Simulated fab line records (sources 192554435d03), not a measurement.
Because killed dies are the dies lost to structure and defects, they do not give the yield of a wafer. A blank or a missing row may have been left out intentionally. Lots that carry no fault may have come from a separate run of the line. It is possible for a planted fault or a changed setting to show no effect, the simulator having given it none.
Which tool was responsible?    flow n5Finfet    21 lots, 63 wafers sampled, at 6 steps of a route of 1938

== WHAT EACH GAUGE READ, for each wafer ==
The record lacks any reading of a measuring or inspecting step that a usual standard deviation could be used to judge.

== TOOL THAT RAN EACH LOT (tool first, then ch and the chambers of the sampled wafers, then the start) ==
lot   N5_MOL_CONTACT_COAG_ETCH_89        N5_BEOL_M0_SAQP_ETCH_83            N5_BEOL_M0_SAQP_ETCH_88            N5_BEOL_M0_SAQP_STRIP_75           N5_BEOL_M0_DEGAS_112         N5_BEOL_M0_ANNEAL_117
L074  rieDiel-01 ch 0,1, day 5 05:23     rieDiel-02 ch 1,3, day 5 14:55     rieDiel-05 ch 0,3, day 5 19:07     rieDiel-02 ch 1,2, day 5 20:00     pvdSputter-02, day 6 03:38   pvdSputter-03, day 6 05:13
L075  rieDiel-01 ch 0,2, day 5 11:25     rieDiel-05 ch 0,1,2, day 5 21:54   rieDiel-06 ch 0,2,3, day 6 02:17   rieDiel-05 ch 0,1, day 6 03:23     pvdSputter-03, day 6 07:33   pvdSputter-03, day 6 08:15
L076  rieDiel-04 ch 0,1,3, day 5 15:44   rieDiel-05 ch 0,1,2, day 6 01:33   rieDiel-06 ch 0,1, day 6 05:32     rieDiel-02 ch 0,3, day 6 06:31     pvdSputter-02, day 6 14:20   pvdSputter-03, day 6 14:55
L077  rieDiel-04 ch 0,1,2, day 5 20:29   rieDiel-06 ch 1,3, day 6 04:20     rieDiel-05 ch 1,2,3, day 6 08:47   rieDiel-06 ch 1,2, day 6 09:42     pvdSputter-02, day 6 14:25   pvdSputter-02, day 6 15:01
L078  rieDiel-04 ch 2,3, day 6 02:23     rieDiel-05 ch 1,3, day 6 09:58     rieDiel-05 ch 0,2,3, day 6 15:19   rieDiel-02 ch 2,3, day 6 16:17     pvdSputter-03, day 6 18:25   pvdSputter-03, day 6 19:08
L079  rieDiel-04 ch 0,1, day 6 12:23     rieDiel-06 ch 0,1,3, day 6 20:21   rieDiel-02 ch 0,1, day 7 00:14     rieDiel-02 ch 1,2,3, day 7 01:07   pvdSputter-02, day 7 03:22   pvdSputter-01, day 7 04:38
L080  rieDiel-01 ch 1,2,3, day 6 15:32   rieDiel-06 ch 1,2,3, day 7 00:05   rieDiel-02 ch 0,1, day 7 04:44     rieDiel-05 ch 0,3, day 7 05:40     pvdSputter-01, day 7 09:29   pvdSputter-01, day 7 10:35
L081  rieDiel-01 ch 1,2,3, day 6 21:04   rieDiel-05 ch 0,2,3, day 7 05:59   rieDiel-05 ch 0,1,3, day 7 09:59   rieDiel-06 ch 2,3, day 7 10:52     pvdSputter-02, day 7 17:13   pvdSputter-02, day 7 18:04
L082  rieDiel-01 ch 1,3, day 7 03:16     rieDiel-02 ch 0,1,2, day 7 11:58   rieDiel-02 ch 1,2, day 7 16:10     rieDiel-02 ch 0,1, day 7 17:02     pvdSputter-03, day 7 20:46   pvdSputter-03, day 7 21:26
L083  rieDiel-01 ch 2,3, day 7 09:35     rieDiel-06 ch 0,2, day 7 17:35     rieDiel-05 ch 0,2, day 7 21:34     rieDiel-02 ch 0,1, day 7 22:59     pvdSputter-01, day 8 00:54   pvdSputter-01, day 8 01:34
L084  rieDiel-04 ch 0,3, day 7 15:41     rieDiel-05 ch 0,1,2, day 8 01:37   rieDiel-05 ch 1,2, day 8 05:24     rieDiel-05 ch 0,3, day 8 06:50     pvdSputter-01, day 8 12:10   pvdSputter-02, day 8 12:47
L085  rieDiel-01 ch 0,2, day 8 00:28     rieDiel-02 ch 1,2, day 8 08:23     rieDiel-06 ch 1,2, day 8 12:29     rieDiel-02 ch 1,2,3, day 8 13:33   pvdSputter-03, day 8 17:02   pvdSputter-03, day 8 19:45
L086  rieDiel-04 ch 0,1,3, day 8 01:28   rieDiel-02 ch 0,1,2, day 8 11:49   rieDiel-05 ch 0,1,2, day 8 15:35   rieDiel-06 ch 0,2,3, day 8 16:44   pvdSputter-03, day 8 23:01   pvdSputter-03, day 8 23:47
L088  rieDiel-01 ch 1,2, day 8 17:47     rieDiel-05 ch 0,1, day 9 01:29     rieDiel-02 ch 2,3, day 9 05:26     rieDiel-02 ch 2,3, day 9 06:23     pvdSputter-02, day 9 08:38   pvdSputter-02, day 9 09:31
L089  rieDiel-01 ch 0,2,3, day 8 20:45   rieDiel-05 ch 0,1,3, day 9 06:32   rieDiel-06 ch 0,1,3, day 9 11:42   rieDiel-06 ch 0,1,2, day 9 12:35   pvdSputter-01, day 10 13:46  pvdSputter-01, day 10 14:35
L091  rieDiel-03 ch 1,2,3, day 9 09:30   rieDiel-02 ch 1,2, day 9 18:59     rieDiel-06 ch 0,2,3, day 9 22:59   rieDiel-06 ch 0,1,2, day 9 23:57   pvdSputter-01, day 10 15:17  pvdSputter-01, day 10 16:44
L092  rieDiel-01 ch 0,1, day 9 15:13     rieDiel-06 ch 1,2,3, day 9 22:29   rieDiel-06 ch 0,1,3, day 10 02:49  rieDiel-02 ch 1,2,3, day 10 03:42  pvdSputter-02, day 10 19:43  pvdSputter-02, day 10 20:44
L093  rieDiel-04 ch 1,2, day 9 21:26     rieDiel-05 ch 2,3, day 10 04:49    rieDiel-02 ch 1,3, day 10 08:47    rieDiel-02 ch 1,2,3, day 10 09:47  pvdSputter-02, day 10 18:24  pvdSputter-02, day 10 19:06
L095  rieDiel-01 ch 0,1,3, day 10 04:26  rieDiel-06 ch 1,3, day 10 12:16    rieDiel-02 ch 1,2,3, day 10 16:10  rieDiel-02 ch 1,3, day 10 17:02    pvdSputter-02, day 10 19:38  pvdSputter-01, day 10 20:36
L096  rieDiel-03 ch 0,1,2, day 10 21:13  rieDiel-02 ch 0,1,3, day 11 04:17  rieDiel-05 ch 0,1, day 11 08:26    rieDiel-02 ch 0,1, day 11 09:19    pvdSputter-01, day 11 11:11  pvdSputter-03, day 11 13:30
L097  rieDiel-03 ch 0,2,3, day 10 22:07  rieDiel-06 ch 0,1, day 11 10:33    rieDiel-02 ch 1,3, day 11 15:35    rieDiel-02 ch 0,1,2, day 11 16:28  pvdSputter-01, day 11 20:24  pvdSputter-01, day 11 21:19
- N5_MOL_CONTACT_COAG_ETCH_89: etches underlayer in N2/H2, target depth 13 nm, time 10.4 s.
- N5_BEOL_M0_SAQP_ETCH_83: etches SiARC in CF4, target depth 39 nm, time 65 s.
- N5_BEOL_M0_SAQP_ETCH_88: etches underlayer in N2/H2, target depth 6.5 nm, time 5.2 s.
- N5_BEOL_M0_SAQP_STRIP_75: strips in CF4.
- N5_BEOL_M0_DEGAS_112: time 60 s.
- N5_BEOL_M0_ANNEAL_117: time 60 s.

== WHAT THE TOOLS THEMSELVES READ (means of the sampled wafers that have a number; where no wafer has one, the mark that the record gives instead) ==
N5_MOL_CONTACT_COAG_ETCH_89. Usual: drypumpMotorCurrentA 5.5 A, standard deviation 0.42; etchRfOnTimeS 10.35 s, standard deviation 0.24; oesProductAu 0.70 a.u., standard deviation 0.09; rfVppV 523.5 V, standard deviation 2.7; showerheadPlenumPTorr 2.53 Torr, standard deviation 0.092; throttleValvePct 17.80 %, standard deviation 0.26.
lot   tool        drypumpMotorCurrentA (A)  etchRfOnTimeS (s)  oesProductAu (a.u.)  rfVppV (V)  showerheadPlenumPTorr (Torr)  throttleValvePct (%)  flag
L074  rieDiel-01  5.4                       10.55              0.59                 524.2       2.54                          18.05                 
L075  rieDiel-01  5.6                       10.56              0.58                 521.6       2.46                          18.07                 
L076  rieDiel-04  5.9                       10.33              0.65                 520.2       2.46                          18.11                 
L077  rieDiel-04  5.7                       10.36              0.69                 523.4       2.51                          17.82                 
L078  rieDiel-04  5.6                       10.53              0.66                 523.0       2.51                          17.69                 
L079  rieDiel-04  6.0                       10.09              0.71                 522.1       2.48                          18.05                 
L080  rieDiel-01  5.4                       10.32              0.67                 524.1       2.53                          17.83                 
L081  rieDiel-01  5.4                       10.41              0.67                 523.3       2.53                          17.84                 
L082  rieDiel-01  5.1                       10.30              0.66                 525.1       2.61                          17.82                 
L083  rieDiel-01  5.6                       10.48              0.66                 520.9       2.46                          17.84                 
L084  rieDiel-04  5.4                       10.27              0.67                 524.9       2.56                          17.96                 
L085  rieDiel-01  5.8                       10.27              0.66                 521.2       2.43                          17.92                 
L086  rieDiel-04  5.8                       10.08              0.72                 523.4       2.56                          18.00                 
L088  rieDiel-01  5.4                       10.28              0.73                 523.8       2.54                          17.77                 
L089  rieDiel-01  5.5                       10.27              0.71                 523.1       2.48                          17.76                 
L091  rieDiel-03  5.4                       10.41              0.69                 525.5       2.60                          17.70                 
L092  rieDiel-01  5.4                       10.27              0.76                 523.1       2.52                          17.69                 
L093  rieDiel-04  5.8                       10.62              0.69                 523.7       2.52                          17.69                 
L095  rieDiel-01  5.2                       10.19              0.76                 523.6       2.55                          17.63                 
L096  rieDiel-03  5.4                       10.36              0.67                 523.6       2.53                          17.76                 
L097  rieDiel-03  5.5                       10.62              0.64                 523.7       2.52                          17.85                 

N5_BEOL_M0_SAQP_ETCH_83. Usual: cf4FlowSccm 99.99 sccm (standard deviation 0.28); drypumpMotorCurrentA 5.6 A (standard deviation 0.44); etchRfOnTimeS 65.0 s (standard deviation 1.7); oesProductAu 0.65 a.u. (standard deviation 0.056); rfVppV 184.1 V (standard deviation 1.1); showerheadPlenumPTorr 2.15 Torr (standard deviation 0.054); throttleValvePct 15.66 % (standard deviation 0.24).
lot   tool        cf4FlowSccm (sccm)  drypumpMotorCurrentA (A)  etchRfOnTimeS (s)  oesProductAu (a.u.)  rfVppV (V)  showerheadPlenumPTorr (Torr)  throttleValvePct (%)  flag
L074  rieDiel-02  99.88               5.6                       64.3               0.65                 183.8       2.09                          15.70                 
L075  rieDiel-05  100.26              5.7                       62.1               0.71                 183.9       2.16                          15.33                 
L076  rieDiel-05  100.04              5.7                       63.2               0.71                 184.6       2.15                          15.33                 
L077  rieDiel-06  100.11              5.9                       66.6               0.61                 184.7       2.19                          15.73                 
L078  rieDiel-05  100.00              5.4                       64.1               0.62                 184.4       2.18                          15.71                 
L079  rieDiel-06  100.24              5.8                       65.6               0.63                 184.3       2.14                          15.74                 
L080  rieDiel-06  100.28              5.9                       65.8               0.62                 184.8       2.19                          15.70                 
L081  rieDiel-05  100.08              5.5                       64.3               0.68                 183.5       2.13                          15.49                 
L082  rieDiel-02  99.83               5.6                       65.6               0.66                 184.1       2.15                          15.74                 
L083  rieDiel-06  99.85               5.3                       65.2               0.67                 184.2       2.13                          15.75                 
L084  rieDiel-05  99.91               5.7                       62.6               0.69                 183.7       2.15                          15.36                 
L085  rieDiel-02  99.75               5.9                       64.1               0.68                 183.8       2.12                          15.61                 
L086  rieDiel-02  99.92               5.6                       64.8               0.66                 185.0       2.15                          15.75                 
L088  rieDiel-05  100.40              5.5                       63.0               0.65                 184.4       2.16                          15.53                 
L089  rieDiel-05  99.89               5.3                       64.4               0.64                 183.3       2.14                          15.65                 
L091  rieDiel-02  100.14              5.8                       65.9               0.69                 183.5       2.10                          15.65                 
L092  rieDiel-06  99.71               5.9                       65.5               0.61                 184.3       2.18                          15.73                 
L093  rieDiel-05  99.82               5.5                       65.6               0.63                 184.4       2.14                          15.75                 
L095  rieDiel-06  100.03              5.9                       66.7               0.60                 184.8       2.18                          15.78                 
L096  rieDiel-02  99.87               5.4                       65.2               0.69                 184.1       2.13                          15.66                 
L097  rieDiel-06  99.70               5.6                       65.4               0.63                 183.4       2.08                          15.81                 

N5_BEOL_M0_SAQP_ETCH_88. Usual: drypumpMotorCurrentA 5.6 A, standard deviation 0.4; etchRfOnTimeS 5.19 s, standard deviation 0.16; oesProductAu 0.67 a.u., standard deviation 0.064; rfVppV 523.9 V, standard deviation 2.2; showerheadPlenumPTorr 2.55 Torr, standard deviation 0.066; throttleValvePct 17.86 %, standard deviation 0.24.
lot   tool        drypumpMotorCurrentA (A)  etchRfOnTimeS (s)  oesProductAu (a.u.)  rfVppV (V)  showerheadPlenumPTorr (Torr)  throttleValvePct (%)  flag
L074  rieDiel-05  5.2                       5.19               0.69                 521.8       2.47                          17.52                 
L075  rieDiel-06  5.5                       5.24               0.65                 525.4       2.59                          17.99                 
L076  rieDiel-06  6.0                       5.16               0.63                 522.5       2.52                          18.08                 
L077  rieDiel-05  5.6                       5.06               0.66                 525.7       2.58                          17.82                 
L078  rieDiel-05  5.5                       5.11               0.69                 522.7       2.52                          17.65                 
L079  rieDiel-02  5.3                       5.36               0.64                 523.8       2.58                          18.06                 
L080  rieDiel-02  5.3                       5.32               0.64                 525.1       2.58                          18.06                 
L081  rieDiel-05  5.3                       5.12               0.66                 524.7       2.52                          17.73                 
L082  rieDiel-02  5.9                       5.19               0.69                 522.9       2.53                          17.81                 
L083  rieDiel-05  5.6                       5.04               0.73                 524.1       2.50                          17.37                 
L084  rieDiel-05  5.8                       4.99               0.66                 526.5       2.62                          17.74                 
L085  rieDiel-06  5.9                       5.18               0.62                 524.7       2.60                          18.01                 
L086  rieDiel-05  5.7                       5.04               0.69                 524.7       2.56                          17.57                 
L088  rieDiel-02  5.7                       5.03               0.76                 522.8       2.52                          17.76                 
L089  rieDiel-06  5.8                       5.30               0.62                 522.8       2.54                          18.07                 
L091  rieDiel-06  5.5                       5.26               0.63                 524.9       2.57                          18.03                 
L092  rieDiel-06  5.8                       5.26               0.62                 524.2       2.54                          18.08                 
L093  rieDiel-02  5.6                       5.30               0.74                 522.0       2.49                          17.85                 
L095  rieDiel-02  5.7                       5.20               0.71                 522.0       2.51                          17.82                 
L096  rieDiel-05  5.5                       5.04               0.64                 523.9       2.56                          17.65                 
L097  rieDiel-02  5.6                       5.30               0.71                 521.7       2.49                          17.86                 

N5_BEOL_M0_SAQP_STRIP_75. Usual: cf4FlowSccm 150.0 sccm, standard deviation 0.45; drypumpMotorCurrentA 5.6 A, standard deviation 0.39; oesProductAu 0.181 a.u., standard deviation 0.018; rfVppV 271.1 V, standard deviation 1.3; showerheadPlenumPTorr 1.79 Torr, standard deviation 0.042; throttleValvePct 13.63 %, standard deviation 0.24.
lot   tool        cf4FlowSccm (sccm)  drypumpMotorCurrentA (A)  oesProductAu (a.u.)  rfVppV (V)  showerheadPlenumPTorr (Torr)  throttleValvePct (%)  flag
L074  rieDiel-02  150.1               5.9                       0.187                271.7       1.78                          13.57                 
L075  rieDiel-05  150.3               5.3                       0.187                270.6       1.78                          13.34                 
L076  rieDiel-02  150.1               5.3                       0.165                272.3       1.82                          13.85                 
L077  rieDiel-06  149.9               6.2                       0.163                271.3       1.81                          13.71                 
L078  rieDiel-02  150.3               5.9                       0.173                270.9       1.78                          13.63                 
L079  rieDiel-02  149.9               5.7                       0.175                270.4       1.77                          13.66                 
L080  rieDiel-05  149.9               5.1                       0.175                270.1       1.77                          13.72                 
L081  rieDiel-06  149.9               5.7                       0.169                271.7       1.86                          13.70                 
L082  rieDiel-02  149.4               5.4                       0.187                271.4       1.80                          13.74                 
L083  rieDiel-02  150.4               5.3                       0.175                271.8       1.83                          13.85                 
L084  rieDiel-05  149.9               5.1                       0.171                271.0       1.77                          13.74                 
L085  rieDiel-02  150.2               5.7                       0.199                270.8       1.77                          13.47                 
L086  rieDiel-06  149.8               5.5                       0.176                271.8       1.82                          13.70                 
L088  rieDiel-02  150.3               5.9                       0.191                269.9       1.78                          13.47                 
L089  rieDiel-06  150.2               5.8                       0.171                271.6       1.79                          13.72                 
L091  rieDiel-06  150.4               5.8                       0.170                271.0       1.79                          13.72                 
L092  rieDiel-02  149.9               5.7                       0.194                270.7       1.77                          13.49                 
L093  rieDiel-02  149.5               5.7                       0.192                270.7       1.76                          13.50                 
L095  rieDiel-02  150.3               5.6                       0.206                271.2       1.75                          13.36                 
L096  rieDiel-02  149.8               5.3                       0.173                272.1       1.82                          13.89                 
L097  rieDiel-02  150.0               5.6                       0.172                270.2       1.80                          13.77                 

N5_BEOL_M0_DEGAS_112. Usual: heaterPowerW 327 W, standard deviation 29.
lot   tool           heaterPowerW (W)  flag
L074  pvdSputter-02  346               
L075  pvdSputter-03  327               
L076  pvdSputter-02  346               
L077  pvdSputter-02  330               
L078  pvdSputter-03  329               
L079  pvdSputter-02  347               
L080  pvdSputter-01  305               
L081  pvdSputter-02  343               
L082  pvdSputter-03  330               
L083  pvdSputter-01  297               
L084  pvdSputter-01  300               
L085  pvdSputter-03  317               
L086  pvdSputter-03  320               
L088  pvdSputter-02  331               
L089  pvdSputter-01  312               
L091  pvdSputter-01  316               
L092  pvdSputter-02  349               
L093  pvdSputter-02  350               
L095  pvdSputter-02  339               
L096  pvdSputter-01  334               
L097  pvdSputter-01  323               

N5_BEOL_M0_ANNEAL_117. Usual: heaterPowerW 814 W, standard deviation 70.
lot   tool           heaterPowerW (W)  flag
L074  pvdSputter-03  821               
L075  pvdSputter-03  783               
L076  pvdSputter-03  815               
L077  pvdSputter-02  924               
L078  pvdSputter-03  849               
L079  pvdSputter-01  778               
L080  pvdSputter-01  774               
L081  pvdSputter-02  869               
L082  pvdSputter-03  846               
L083  pvdSputter-01  738               
L084  pvdSputter-02  808               
L085  pvdSputter-03  801               
L086  pvdSputter-03  839               
L088  pvdSputter-02  808               
L089  pvdSputter-01  826               
L091  pvdSputter-01  796               
L092  pvdSputter-02  771               
L093  pvdSputter-02  875               
L095  pvdSputter-01  821               
L096  pvdSputter-03  784               
L097  pvdSputter-01  826               

== THE ANSWER, worked out from the rows above alone ==
Rule: a lot is off if the mean of its wafers that have a number lies more than 3 standard deviations from the usual mean. Also off: a lot with no number at a reading for which 4 or more lots have one. Any other lot the step has rows for is counted as sound. The gauges are gone through in route order, then the tools' own readings, and for those a lot's mean is taken as printed above. At the first step where some lot is off, the reading lying furthest off is the one used; lots without a number count as furthest.
No lot is off at any reading shown: from this, nothing can be told.

== WHAT HAD BEEN PUT IN BY THE SIMULATOR ==
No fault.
